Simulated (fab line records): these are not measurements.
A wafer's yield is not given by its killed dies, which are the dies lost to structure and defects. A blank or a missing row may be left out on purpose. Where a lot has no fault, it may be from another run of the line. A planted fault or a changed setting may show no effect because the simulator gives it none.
What tool caused it?	flow nandHarc	24 lots, 72 wafers sampled, at 6 steps of a route of 1302

== WHAT THE GAUGES SHOWED, per wafer ==
Not one reading of a measure or inspect step in the record can be checked against a usual standard deviation.

== EACH LOT AND THE TOOL THAT RAN IT (in order: tool; ch and the chambers of the sampled wafers; start) ==
lot	NHARC_P_GATE_DESCUM_13	NHARC_P_GATE_STRIP_101	NHARC_P_GATE_RTA_80	NHARC_P_GATE_RTA_82	NHARC_P_M0_DEGAS_28	NHARC_P_M0_PRE_CLEAN_29
L074	rieDiel-07 ch 0,1, day 4 06:17	rieDiel-06 ch 1,2,3, day 5 09:47	rtpAnneal-01 ch 0, day 5 17:01	rtpAnneal-02 ch 0, day 5 17:28	pvdSputter-03, day 6 00:32	pvdSputter-03, no start
L075	rieDiel-07 ch 2,3, day 4 19:05	rieDiel-06 ch 1,2,3, day 5 22:59	rtpAnneal-02 ch 0, day 6 05:48	rtpAnneal-01 ch 0, day 6 06:17	pvdSputter-01, day 6 13:17	pvdSputter-01, no start
L076	rieDiel-09 ch 0,2, day 5 04:59	rieDiel-06 ch 0,1, day 6 05:59	rtpAnneal-02 ch 0, day 6 12:49	rtpAnneal-01 ch 0, day 6 13:16	pvdSputter-03, day 6 20:04	pvdSputter-03, no start
L077	rieDiel-06 ch 1,3, day 5 14:56	rieDiel-07 ch 1,3, day 6 19:56	rtpAnneal-02 ch 0, day 7 02:47	rtpAnneal-02 ch 0, day 7 03:14	pvdSputter-02, day 7 10:22	pvdSputter-02, no start
L078	rieDiel-07 ch 0,2,3, day 6 06:30	rieDiel-06 ch 1,3, day 7 07:35	rtpAnneal-01 ch 0, day 7 14:52	rtpAnneal-01 ch 0, day 7 15:22	pvdSputter-02, day 7 22:37	pvdSputter-02, no start
L079	rieDiel-09 ch 1,2,3, day 6 11:02	rieDiel-06 ch 2,3, day 7 14:59	rtpAnneal-02 ch 0, day 7 21:50	rtpAnneal-01 ch 0, day 7 22:17	pvdSputter-01, day 8 05:55	pvdSputter-01, no start
L080	rieDiel-07 ch 1,2,3, day 6 22:32	rieDiel-07 ch 0,2,3, day 8 04:05	rtpAnneal-02 ch 0, day 8 10:56	rtpAnneal-01 ch 0, day 8 11:23	pvdSputter-01, day 8 18:38	pvdSputter-01, no start
L081	rieDiel-09 ch 0,1,3, day 7 15:10	rieDiel-06 ch 0,2,3, day 8 17:08	rtpAnneal-02 ch 0, day 9 00:01	rtpAnneal-02 ch 0, day 9 00:29	pvdSputter-02, day 9 07:26	pvdSputter-02, no start
L082	rieDiel-09 ch 1,2, day 7 23:19	rieDiel-06 ch 0,1, day 9 00:56	rtpAnneal-02 ch 0, day 9 07:37	rtpAnneal-01 ch 0, day 9 08:05	pvdSputter-01, day 9 15:14	pvdSputter-01, no start
L083	rieDiel-07 ch 2,3, day 8 07:28	rieDiel-07 ch 1,2, day 9 11:17	rtpAnneal-01 ch 0, day 9 18:02	rtpAnneal-02 ch 0, day 9 18:29	pvdSputter-02, day 10 01:40	pvdSputter-02, no start
L084	rieDiel-09 ch 1,2,3, day 8 16:15	rieDiel-09 ch 1,2,3, day 10 03:28	rtpAnneal-01 ch 0, day 10 10:16	rtpAnneal-02 ch 0, day 10 10:43	pvdSputter-02, day 10 18:09	pvdSputter-02, no start
L085	rieDiel-07 ch 0,2, day 8 23:06	rieDiel-06 ch 0,1,2, day 10 04:35	rtpAnneal-01 ch 0, day 10 11:50	rtpAnneal-02 ch 0, day 10 12:18	pvdSputter-03, day 10 19:16	pvdSputter-03, no start
L086	rieDiel-09 ch 0,1,3, day 9 17:23	rieDiel-06 ch 0,3, day 10 18:17	rtpAnneal-02 ch 0, day 11 01:12	rtpAnneal-01 ch 0, day 11 01:40	pvdSputter-03, day 11 09:13	pvdSputter-03, no start
L089	rieDiel-07 ch 0,1, day 10 11:46	rieDiel-09 ch 2,3, day 11 18:59	rtpAnneal-02 ch 0, day 12 01:41	rtpAnneal-01 ch 0, day 12 02:08	pvdSputter-03, day 12 09:13	pvdSputter-03, no start
L087	rieDiel-09 ch 0,3, day 10 11:49	rieDiel-06 ch 0,2,3, day 11 12:53	rtpAnneal-02 ch 0, day 11 20:31	rtpAnneal-02 ch 0, day 11 20:59	pvdSputter-03, day 12 04:08	pvdSputter-03, no start
L088	rieDiel-07 ch 0,1,3, day 10 11:59	rieDiel-07 ch 0,1,3, day 11 12:23	rtpAnneal-01 ch 0, day 11 19:35	rtpAnneal-01 ch 0, day 11 20:02	pvdSputter-01, day 12 03:00	pvdSputter-01, no start
L090	rieDiel-06 ch 1,2, day 10 21:23	rieDiel-06 ch 0,1,2, day 11 22:33	rtpAnneal-01 ch 0, day 12 05:13	rtpAnneal-02 ch 0, day 12 05:41	pvdSputter-02, day 12 12:50	pvdSputter-02, no start
L091	rieDiel-09 ch 0,1,3, day 11 09:09	rieDiel-07 ch 0,2, day 12 10:17	rtpAnneal-01 ch 0, day 12 17:03	rtpAnneal-02 ch 0, day 12 17:31	pvdSputter-03, day 13 00:34	pvdSputter-03, no start
L092	rieDiel-06 ch 1,2,3, day 11 18:34	rieDiel-06 ch 0,1,3, day 12 23:25	rtpAnneal-01 ch 0, day 13 06:12	rtpAnneal-01 ch 0, day 13 06:40	pvdSputter-03, day 13 13:43	pvdSputter-03, no start
L093	rieDiel-07 ch 0,1,2, day 12 11:00	rieDiel-06 ch 2,3, day 13 17:02	rtpAnneal-02 ch 0, day 13 23:44	rtpAnneal-01 ch 0, day 14 00:16	pvdSputter-03, day 14 07:44	pvdSputter-03, no start
L094	rieDiel-06 ch 0,1,3, day 12 16:46	rieDiel-06 ch 0,2,3, day 13 17:52	rtpAnneal-02 ch 0, day 14 00:42	rtpAnneal-01 ch 0, day 14 01:10	pvdSputter-03, day 14 09:01	pvdSputter-03, no start
L095	rieDiel-07 ch 1,2,3, day 13 01:58	rieDiel-09 ch 0,2, day 14 07:46	rtpAnneal-02 ch 0, day 14 14:35	rtpAnneal-02 ch 0, day 14 15:02	pvdSputter-02, day 14 22:40	pvdSputter-02, no start
L096	rieDiel-09 ch 0,3, day 13 21:07	rieDiel-06 ch 0,1,2, day 15 01:51	rtpAnneal-01 ch 0, day 15 08:43	rtpAnneal-02 ch 0, day 15 09:10	pvdSputter-01, day 15 16:16	pvdSputter-01, no start
L097	rieDiel-09 ch 0,1,2, day 13 21:16	rieDiel-09 ch 1,3, day 15 00:58	rtpAnneal-02 ch 0, day 15 07:56	rtpAnneal-02 ch 0, day 15 08:24	pvdSputter-02, day 15 15:29	pvdSputter-02, no start
- NHARC_P_GATE_DESCUM_13: chemistry O2, time 3 s.
- NHARC_P_GATE_STRIP_101: strips in O2, time 20 s.
- NHARC_P_GATE_RTA_80: time 30 s.
- NHARC_P_GATE_RTA_82: time 30 s.
- NHARC_P_M0_DEGAS_28: time 60 s.
- NHARC_P_M0_PRE_CLEAN_29: time 30 s.

== AS READ BY THE TOOLS THEMSELVES (means over the sampled wafers that have a number; for cases with no such wafer, the mark the record gives instead) ==
NHARC_P_GATE_DESCUM_13.
lot	tool	drypumpMotorCurrentA (A)	oesProductAu (a.u.)	rfVppV (V)	showerheadPlenumPTorr (Torr)	throttleValvePct (%)
L074	rieDiel-07	5.9	1.002	58.6	1.99	11.306
L075	rieDiel-07	5.6	0.997	57.7	1.89	11.314
L076	rieDiel-09	5.4	1.000	57.3	1.94	11.313
L077	rieDiel-06	5.4	1.000	57.7	1.95	11.308
L078	rieDiel-07	5.6	1.005	57.1	1.90	11.309
L079	rieDiel-09	5.3	1.006	58.6	1.89	11.305
L080	rieDiel-07	5.5	1.004	58.0	1.90	11.303
L081	rieDiel-09	5.4	1.000	57.6	1.93	11.309
L082	rieDiel-09	5.0	1.003	58.3	1.94	11.301
L083	rieDiel-07	5.3	1.011	57.3	1.84	11.316
L084	rieDiel-09	5.3	0.996	57.3	1.89	11.309
L085	rieDiel-07	5.4	1.005	57.5	1.86	11.309
L086	rieDiel-09	5.3	1.005	57.3	1.92	11.320
L089	rieDiel-07	5.8	0.995	57.3	1.99	11.307
L087	rieDiel-09	5.7	1.002	57.8	1.87	11.314
L088	rieDiel-07	5.8	1.001	57.6	1.97	11.308
L090	rieDiel-06	5.4	0.998	58.3	1.87	11.311
L091	rieDiel-09	5.4	1.003	58.2	1.92	11.307
L092	rieDiel-06	5.4	0.996	57.6	1.91	11.312
L093	rieDiel-07	5.6	1.001	56.6	1.92	11.300
L094	rieDiel-06	5.3	1.000	57.9	1.93	11.307
L095	rieDiel-07	5.6	1.005	57.8	1.90	11.311
L096	rieDiel-09	5.7	0.996	57.5	1.87	11.310
L097	rieDiel-09	5.2	1.011	57.1	1.96	11.304

NHARC_P_GATE_STRIP_101.
lot	tool	drypumpMotorCurrentA (A)	oesProductAu (a.u.)	rfVppV (V)	showerheadPlenumPTorr (Torr)	throttleValvePct (%)
L074	rieDiel-06	5.41	1.001	58.1	3.52	17.038
L075	rieDiel-06	5.42	0.998	57.4	3.51	17.032
L076	rieDiel-06	5.12	0.992	57.5	3.44	17.036
L077	rieDiel-07	5.74	1.007	58.0	3.63	17.036
L078	rieDiel-06	5.21	0.992	57.1	3.47	17.048
L079	rieDiel-06	5.60	1.006	58.1	3.55	17.041
L080	rieDiel-07	5.61	1.001	56.5	3.51	17.035
L081	rieDiel-06	5.50	0.994	57.2	3.60	17.036
L082	rieDiel-06	5.17	1.001	58.5	3.53	17.036
L083	rieDiel-07	5.33	1.016	57.1	3.43	17.035
L084	rieDiel-09	5.29	0.999	57.8	3.49	17.044
L085	rieDiel-06	5.30	0.994	57.5	3.48	17.039
L086	rieDiel-06	5.37	0.999	57.3	3.64	17.037
L089	rieDiel-09	5.45	1.007	57.1	3.45	17.037
L087	rieDiel-06	5.50	0.997	57.8	3.60	17.034
L088	rieDiel-07	5.82	0.997	57.2	3.62	17.025
L090	rieDiel-06	5.30	0.998	57.3	3.48	17.045
L091	rieDiel-07	5.64	1.004	58.0	3.54	17.036
L092	rieDiel-06	5.29	1.007	59.0	3.55	17.032
L093	rieDiel-06	5.59	1.001	57.9	3.55	17.033
L094	rieDiel-06	5.47	1.003	58.1	3.59	17.042
L095	rieDiel-09	5.48	1.009	57.4	3.62	17.040
L096	rieDiel-06	5.31	1.000	58.7	3.48	17.031
L097	rieDiel-09	5.46	1.009	57.6	3.43	17.030

NHARC_P_GATE_RTA_80.
lot	tool	annealTempCMax	wafer_temp_C_max
L074	rtpAnneal-01	301.66	300.9
L075	rtpAnneal-02	301.58	301.1
L076	rtpAnneal-02	301.43	301.1
L077	rtpAnneal-02	301.37	301.4
L078	rtpAnneal-01	301.45	301.1
L079	rtpAnneal-02	301.49	301.7
L080	rtpAnneal-02	301.54	301.3
L081	rtpAnneal-02	301.72	301.1
L082	rtpAnneal-02	301.37	300.9
L083	rtpAnneal-01	301.50	300.9
L084	rtpAnneal-01	301.53	301.0
L085	rtpAnneal-01	301.29	301.0
L086	rtpAnneal-02	301.47	301.4
L089	rtpAnneal-02	301.77	301.3
L087	rtpAnneal-02	301.09	301.4
L088	rtpAnneal-01	301.43	300.8
L090	rtpAnneal-01	302.06	300.9
L091	rtpAnneal-01	301.46	300.7
L092	rtpAnneal-01	301.31	301.1
L093	rtpAnneal-02	301.48	301.0
L094	rtpAnneal-02	301.75	301.4
L095	rtpAnneal-02	301.09	301.6
L096	rtpAnneal-01	301.72	301.0
L097	rtpAnneal-02	301.19	301.1

NHARC_P_GATE_RTA_82.
lot	tool	annealTempCMax	lampPowerPct (%)	wafer_temp_C_max
L074	rtpAnneal-02	451.8	3.2	451.9
L075	rtpAnneal-01	452.2	3.9	451.2
L076	rtpAnneal-01	452.1	3.9	451.6
L077	rtpAnneal-02	452.1	3.2	452.0
L078	rtpAnneal-01	452.6	3.9	451.3
L079	rtpAnneal-01	453.3	3.9	451.9
L080	rtpAnneal-01	452.1	3.9	451.0
L081	rtpAnneal-02	452.3	3.2	451.6
L082	rtpAnneal-01	452.1	3.9	451.5
L083	rtpAnneal-02	452.0	3.2	451.4
L084	rtpAnneal-02	451.9	3.2	451.6
L085	rtpAnneal-02	452.1	3.2	452.4
L086	rtpAnneal-01	453.1	3.9	451.3
L089	rtpAnneal-01	451.9	3.9	451.4
L087	rtpAnneal-02	452.2	3.2	451.6
L088	rtpAnneal-01	452.0	3.9	451.3
L090	rtpAnneal-02	452.3	3.2	452.0
L091	rtpAnneal-02	452.1	3.2	452.1
L092	rtpAnneal-01	452.1	3.9	451.5
L093	rtpAnneal-01	452.4	3.9	451.3
L094	rtpAnneal-01	452.1	3.9	451.3
L095	rtpAnneal-02	451.8	3.2	452.1
L096	rtpAnneal-02	452.0	3.2	451.8
L097	rtpAnneal-02	452.2	3.2	452.4

NHARC_P_M0_DEGAS_28.
lot	tool	heaterPowerW (W)
L074	pvdSputter-03	335
L075	pvdSputter-01	360
L076	pvdSputter-03	312
L077	pvdSputter-02	312
L078	pvdSputter-02	301
L079	pvdSputter-01	364
L080	pvdSputter-01	343
L081	pvdSputter-02	301
L082	pvdSputter-01	364
L083	pvdSputter-02	308
L084	pvdSputter-02	305
L085	pvdSputter-03	282
L086	pvdSputter-03	293
L089	pvdSputter-03	325
L087	pvdSputter-03	322
L088	pvdSputter-01	363
L090	pvdSputter-02	311
L091	pvdSputter-03	338
L092	pvdSputter-03	287
L093	pvdSputter-03	295
L094	pvdSputter-03	289
L095	pvdSputter-02	306
L096	pvdSputter-01	340
L097	pvdSputter-02	314

NHARC_P_M0_PRE_CLEAN_29.
lot	tool	heaterPowerW (W)
L074	pvdSputter-03	376
L075	pvdSputter-01	437
L076	pvdSputter-03	365
L077	pvdSputter-02	367
L078	pvdSputter-02	367
L079	pvdSputter-01	445
L080	pvdSputter-01	443
L081	pvdSputter-02	370
L082	pvdSputter-01	442
L083	pvdSputter-02	375
L084	pvdSputter-02	368
L085	pvdSputter-03	352
L086	pvdSputter-03	372
L089	pvdSputter-03	337
L087	pvdSputter-03	399
L088	pvdSputter-01	437
L090	pvdSputter-02	364
L091	pvdSputter-03	377
L092	pvdSputter-03	339
L093	pvdSputter-03	359
L094	pvdSputter-03	389
L095	pvdSputter-02	376
L096	pvdSputter-01	423
L097	pvdSputter-02	373

== THE ANSWER, worked out from the rows above alone ==
Rule: usual is defined by the lots themselves. Put in order of their means at a reading, lots are off if they are a third of the lots or fewer, leave a main group of 4 or more, and stand apart from it by a gap of 3 or more times the standard deviation of the main group's means; of several such gaps the widest counts. If all means in a main group match to the digits the tables above print for the reading, that group is not used. A lot without any number at a reading at which 4 lots or more have one is off too. The other lots that the step has rows for count as sound. Order of review: gauges by route order, followed by the tools' own readings, for which a lot's mean as printed above is used. The first step at which some lot is off is used, and at that step the reading that is off furthest; a lot without a number counts as furthest.
No lot is off at any reading shown: from this, nothing can be told.

== WHAT THE SIMULATOR HAD INSERTED ==
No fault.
